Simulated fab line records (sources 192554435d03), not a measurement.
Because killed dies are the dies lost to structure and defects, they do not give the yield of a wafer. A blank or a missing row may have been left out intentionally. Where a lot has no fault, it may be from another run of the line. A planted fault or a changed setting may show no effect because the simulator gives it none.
Split-lot study | flow n5Finfet | 7 lots, 21 wafers read, on a route of 1938 steps

== ABOUT THE SPLIT ==
At N5_BEOL_M7_ETCH_62 (etches SOC in N2/H2, target depth 110 nm, overetch 22 nm, time 165 s), the setting sourceW was moved away from the recipe's 840 W on 6 of the 21 wafers read, by -15.7% to +11.4%. The other wafers ran this setting at the recipe's value.

The reading is taken at the split's own step.

== THE READING ==
rfVppV, in V, at N5_BEOL_M7_ETCH_62 (etches SOC in N2/H2, target depth 110 nm, overetch 22 nm, time 165 s). A value of 523.8 V with a standard deviation of 2.3 V is what fault-free wafers of this fab line usually give.

wafer  | tool, chamber at the split | sourceW as run, W | against the recipe | rfVppV, V | against lot-mates on the recipe
L076.1 | rieDiel-03, 3              | 840               | recipe             | 526.9     | -
L076.2 | rieDiel-03, 2              | 935.7             | +11.4%             | 503.5     | -21.2
L076.5 | rieDiel-03, 2              | 840               | recipe             | 522.5     | -
L077.3 | rieDiel-01, 1              | 840               | recipe             | 524.8     | -
L077.4 | rieDiel-01, 0              | 840               | recipe             | 524.5     | -
L077.6 | rieDiel-01, 2              | 840               | recipe             | 523.5     | -
L082.2 | rieDiel-06, 1              | 840               | recipe             | 522.5     | -
L082.4 | rieDiel-06, 3              | 840               | recipe             | 528.7     | -
L082.5 | rieDiel-06, 2              | 759.1             | -9.6%              | 540.6     | +15.0
L084.1 | rieDiel-03, 1              | 725.6             | -13.6%             | 550.8     | no lot-mate on the recipe
L084.3 | rieDiel-03, 3              | 725.6             | -13.6%             | 551.6     | no lot-mate on the recipe
L084.4 | rieDiel-03, 0              | 725.6             | -13.6%             | 550.3     | no lot-mate on the recipe
L085.1 | rieDiel-06, 0              | 840               | recipe             | 520.4     | -
L085.4 | rieDiel-06, 1              | 840               | recipe             | 523.9     | -
L085.5 | rieDiel-06, 2              | 840               | recipe             | 521.0     | -
L097.1 | rieDiel-01, 2              | 840               | recipe             | 524.3     | -
L097.3 | rieDiel-01, 3              | 840               | recipe             | 521.9     | -
L097.4 | rieDiel-01, 1              | 840               | recipe             | 525.6     | -
L096.2 | rieDiel-01, 1              | 840               | recipe             | 526.4     | -
L096.5 | rieDiel-01, 3              | 707.7             | -15.7%             | 550.2     | +25.0
L096.6 | rieDiel-01, 0              | 840               | recipe             | 524.1     | -

THE FIT
A straight line over all 21 wafers: rfVppV changes by -1.85 V for each +1% of sourceW; r = -0.99; the points scatter about the line by 2.2 V.
The same after taking each lot's own level away (the mean of its wafers on the recipe; 18 wafers): -1.66 V for each +1%; r = -0.98; scatter 1.8 V.
According to that fit, moving sourceW by its largest amount changes the reading by 26 V.
The span of the lots' own levels, 521.77 to 525.60 V, comes to 1.7 times the standard deviation stated above.
Thus the slope moves with the lot-to-lot level: the two fits are different.
Check: for one of the wafers moved furthest among these (-15.7%), held out of the fit, the line's prediction against its lot-mates is +27.1 V. Against them it came out at +25 V.
Tool readings at the split's step, against how far the setting was moved: rfVppV r = -0.99.

== THE OTHER SPLITS THESE WAFERS WENT THROUGH ==
Before the reading, these wafers also passed through other splits. Each is held against what the fit with the lots' levels taken away leaves over:
other split on the same wafers | wafers away from the commonest value | r with rfVppV (lot level and that fit taken away)
N5_BEOL_M7_EXPOSE_08 doseMj    | 13                                   | +0.03

== FILE'S OWN FIT ==
rfVppV changes by -1.66 V for each +1% of sourceW, r = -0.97.
